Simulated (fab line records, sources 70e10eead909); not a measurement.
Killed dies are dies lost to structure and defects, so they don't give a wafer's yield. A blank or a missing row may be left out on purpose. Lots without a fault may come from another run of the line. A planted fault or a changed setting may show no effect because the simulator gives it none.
Which tool did it? | flow nand_harc | 13 lots, 39 wafers sampled, at 5 steps of a route of 1159

WHAT THE GAUGES READ, wafer by wafer
NHARC_P_STI_OCD_MEAS_17. Usual: trench_depth_nm 300 nm, standard deviation 4.1; trench_foot_cd_nm 158.1 nm, standard deviation 2.1.
lot  | measured    | on     | trench_depth_nm (nm) | trench_foot_cd_nm (nm) | flag
L692 | day 3 02:42 | ocd-02 | 294 294 296          | 162.2 159.5 159.8      |
L694 | day 3 12:21 | ocd-02 | 300 293 302          | 159.2 157.6 159.9      |
L696 | day 4 00:12 | ocd-01 | 298 306 304          | 157.6 152.8 153.8      |
L699 | day 4 18:13 | ocd-01 | 297 304 298          | 162.7 159.2 159.5      |
L702 | day 5 11:56 | ocd-01 | 302 300 303          | 158.6 159.1 158.6      |
L704 | day 5 23:59 | ocd-01 | 300 305 297          | 158.2 158.9 159.1      |
L706 | day 6 09:26 | ocd-01 | 305 299 299          | 157.1 156.8 159.2      |
L705 | day 6 09:29 | ocd-02 | 303 308 302          | 156.3 158.1 158.9      |
L707 | day 6 18:34 | ocd-01 | 293 297 303          | 157.3 157.2 157.5      |
L708 | day 7 00:38 | ocd-01 | 295 301 301          | 160.7 157.1 158.2      |
L709 | day 7 05:41 | ocd-02 | 301 295 302          | 161.4 159.4 157.5      |
L712 | day 8 00:31 | ocd-01 | 301 297 298          | 160.8 156.1 160.3      |
L713 | day 8 07:17 | ocd-02 | 297 301 302          | 157.5 157.3 158.4      |

NHARC_END_SORT_01. Usual: killed_at_array 28, standard deviation 10; killed_at_other 0.5, standard deviation 0.82; killed_at_periphery 3.4, standard deviation 2.2; killed_dies 31, standard deviation 10; killed_open 3.4, standard deviation 1.9; killed_short 1.9, standard deviation 1.3.
lot  | measured     | on        | killed_at_array | killed_at_other | killed_at_periphery | killed_dies | killed_open | killed_short | flag
L706 | day 23 11:35 | prober-02 | 38 33 29        | 0 0 1           | 3 2 2               | 41 35 32    | 9 4 2       | 2 2 4        |
L705 | day 22 21:35 | prober-01 | 18 16 16        | 0 0 0           | 4 1 4               | 22 17 20    | 6 3 7       | 1 3 1        |
L709 | day 24 09:18 | prober-01 | 16 13 14        | 0 0 0           | 2 1 2               | 18 14 16    | 2 1 1       | 3 4 1        |

WHICH TOOL RAN EACH LOT (tool, then ch and the chambers of the sampled wafers, then the start)
lot  | NHARC_P_GATE_SOFTBAKE_21          | NHARC_P_GATE_ETCH_104              | NHARC_P_GATE_HM_OPEN_105
L692 | litho_track-04 ch 0, day 5 06:00  | rie_diel-02 ch 2,3, day 5 07:31    | rie_diel-02 ch 0,1,3, no start
L694 | litho_track-06 ch 0, day 5 12:00  | rie_diel-02 ch 2,3, day 5 13:38    | rie_diel-02 ch 0,1, no start
L696 | litho_track-01 ch 0, day 6 02:00  | rie_diel-07 ch 0,2,3, day 6 03:31  | rie_diel-07 ch 0,1, no start
L699 | litho_track-06 ch 0, day 6 23:00  | rie_diel-07 ch 0,1,3, day 6 23:45  | rie_diel-07 ch 0,1,3, no start
L702 | litho_track-06 ch 0, day 7 21:00  | rie_diel-06 ch 1,3, day 7 22:02    | rie_diel-06 ch 1,2, no start
L704 | litho_track-04 ch 0, day 7 20:00  | rie_diel-07 ch 0,2,3, day 7 21:45  | rie_diel-07 ch 0,1,3, no start
L706 | litho_track-04 ch 0, day 8 12:00  | rie_diel-07 ch 0,2, day 8 13:31    | rie_diel-07 ch 0,2, day 23 11:35 or earlier
L705 | litho_track-04 ch 0, day 8 12:00  | rie_diel-07 ch 1,2, day 8 12:59    | rie_diel-07 ch 2,3, day 22 21:35 or earlier
L707 | litho_track-01 ch 0, day 8 20:00  | rie_diel-07 ch 1,2,3, day 8 20:50  | rie_diel-07 ch 1,2,3, no start
L708 | litho_track-01 ch 0, day 9 06:00  | rie_diel-07 ch 1,2, day 9 07:07    | rie_diel-07 ch 2,3, no start
L709 | litho_track-06 ch 0, day 9 10:00  | rie_diel-06 ch 0,1,2, day 9 11:41  | rie_diel-06 ch 0,1,3, day 24 09:18 or earlier
L712 | litho_track-01 ch 0, day 10 03:00 | rie_diel-07 ch 0,1,3, day 10 04:28 | rie_diel-07 ch 1,2,3, no start
L713 | litho_track-01 ch 0, day 10 11:00 | rie_diel-07 ch 0,1,2, day 10 11:38 | rie_diel-07 ch 0,2,3, no start
- NHARC_P_GATE_SOFTBAKE_21: time 55 s.
- NHARC_P_GATE_ETCH_104: etches the open film in CF4/CHF3, target depth 60 nm.
- NHARC_P_GATE_HM_OPEN_105: chemistry O2/COS, target depth 360 nm.

WHAT THE TOOLS THEMSELVES READ (means of the sampled wafers that have a number; where no wafer has one, the mark that the record gives instead)
NHARC_P_GATE_SOFTBAKE_21. Usual: heater_power_total_W 188.44 W, standard deviation 0.14.
lot  | tool           | heater_power_total_W (W) | flag
L692 | litho_track-04 | 188.44                   |
L694 | litho_track-06 | 188.47                   |
L696 | litho_track-01 | 188.36                   |
L699 | litho_track-06 | 188.39                   |
L702 | litho_track-06 | 188.46                   |
L704 | litho_track-04 | 188.53                   |
L706 | litho_track-04 | 323.23                   | OFF
L705 | litho_track-04 | 323.18                   | OFF
L707 | litho_track-01 | 188.33                   |
L708 | litho_track-01 | 188.38                   |
L709 | litho_track-06 | 188.30                   |
L712 | litho_track-01 | 188.35                   |
L713 | litho_track-01 | 188.37                   |

NHARC_P_GATE_ETCH_104. Usual: drypump_motor_current_A 5.9 A, standard deviation 0.36; oes_product_au 0.938 a.u., standard deviation 0.019; rf_vpp_V 370.8 V, standard deviation 2; showerhead_plenum_p_Torr 1.58 Torr, standard deviation 0.056; throttle_valve_pct 16.802 %, standard deviation 0.0093.
lot  | tool        | drypump_motor_current_A (A) | oes_product_au (a.u.) | rf_vpp_V (V) | showerhead_plenum_p_Torr (Torr) | throttle_valve_pct (%) | flag
L692 | rie_diel-02 | 5.6                         | 0.916                 | 371.0        | 1.58                            | 16.806                 |
L694 | rie_diel-02 | 5.6                         | 0.946                 | 370.0        | 1.58                            | 16.806                 |
L696 | rie_diel-07 | 6.0                         | 0.926                 | 371.2        | 1.59                            | 16.798                 |
L699 | rie_diel-07 | 5.9                         | 0.928                 | 370.7        | 1.60                            | 16.799                 |
L702 | rie_diel-06 | 6.0                         | 0.957                 | 368.1        | 1.53                            | 16.803                 |
L704 | rie_diel-07 | 6.0                         | 0.925                 | 370.7        | 1.59                            | 16.810                 |
L706 | rie_diel-07 | 6.0                         | 0.924                 | 371.8        | 1.63                            | 16.809                 |
L705 | rie_diel-07 | 6.0                         | 0.928                 | 373.7        | 1.65                            | 16.807                 |
L707 | rie_diel-07 | 6.1                         | 0.930                 | 371.5        | 1.60                            | 16.797                 |
L708 | rie_diel-07 | 6.0                         | 0.924                 | 372.0        | 1.65                            | 16.800                 |
L709 | rie_diel-06 | 6.0                         | 0.948                 | 370.6        | 1.54                            | 16.795                 |
L712 | rie_diel-07 | 5.9                         | 0.948                 | 370.8        | 1.59                            | 16.810                 |
L713 | rie_diel-07 | 5.9                         | 0.968                 | 372.7        | 1.63                            | 16.813                 |

NHARC_P_GATE_HM_OPEN_105. Usual: drypump_motor_current_A 5.9 A, standard deviation 0.35; oes_product_au 0.998 a.u., standard deviation 0.0085; rf_vpp_V 467.5 V, standard deviation 2.5; showerhead_plenum_p_Torr 3.14 Torr, standard deviation 0.11; throttle_valve_pct 28.330 %, standard deviation 0.0084.
lot  | tool        | drypump_motor_current_A (A) | oes_product_au (a.u.) | rf_vpp_V (V) | showerhead_plenum_p_Torr (Torr) | throttle_valve_pct (%) | flag
L692 | rie_diel-02 | 5.9                         | 0.986                 | 467.2        | 3.09                            | 28.326                 |
L694 | rie_diel-02 | 5.8                         | 0.992                 | 465.5        | 3.03                            | 28.332                 |
L696 | rie_diel-07 | 5.8                         | 1.008                 | 469.9        | 3.26                            | 28.332                 |
L699 | rie_diel-07 | 5.9                         | 0.998                 | 468.8        | 3.16                            | 28.333                 |
L702 | rie_diel-06 | 5.8                         | 1.007                 | 464.1        | 3.01                            | 28.329                 |
L704 | rie_diel-07 | 5.9                         | 0.994                 | 468.1        | 3.16                            | 28.327                 |
L706 | rie_diel-07 | 6.0                         | 0.994                 | 469.5        | 3.22                            | 28.331                 |
L705 | rie_diel-07 | 6.2                         | 0.999                 | 467.1        | 3.15                            | 28.332                 |
L707 | rie_diel-07 | 6.1                         | 1.000                 | 467.9        | 3.17                            | 28.335                 |
L708 | rie_diel-07 | 6.2                         | 0.999                 | 466.2        | 3.07                            | 28.334                 |
L709 | rie_diel-06 | 6.1                         | 0.996                 | 466.6        | 3.09                            | 28.331                 |
L712 | rie_diel-07 | 6.1                         | 0.996                 | 468.9        | 3.17                            | 28.327                 |
L713 | rie_diel-07 | 6.0                         | 1.006                 | 467.1        | 3.14                            | 28.329                 |

THE ANSWER, worked out from the rows above alone
Rule: a lot is off if the mean of its wafers that have a number lies more than 3 standard deviations from the usual mean. A lot without any number at a reading at which 4 lots or more have one is off too. The other lots that the step has rows for count as sound. The gauges are gone through in route order, then the tools' own readings, and for those a lot's mean is taken as printed above. The first step at which some lot is off is used, and at that step the reading that is off furthest; a lot without a number counts as furthest.
Off: L706, L705, at NHARC_P_GATE_SOFTBAKE_21 (heater_power_total_W).
A tool fits if, at that step or a process step before it, it ran every lot that is off, and no sound lot after the first of them. One fits: litho_track-04 at NHARC_P_GATE_SOFTBAKE_21. Its last sound lot is L704 (day 7 20:00), its first lot that is off L705 (day 8 12:00): a fault that began between those two fits.
The tool's own readings at NHARC_P_GATE_SOFTBAKE_21 bear it out: on the lots that are off they differ by more than 5 times the standard deviation of the sound lots' means. heater_power_total_W reads 323.21 W there against 188.40 W on the sound lots.

WHAT THE SIMULATOR HAD PUT IN
Process parameter drift: litho_track-04, from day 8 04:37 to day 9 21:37, at NHARC_P_GATE_SOFTBAKE_21. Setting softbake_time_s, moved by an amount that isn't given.
Lots struck among those shown: L706, L705. The rule above found the same.
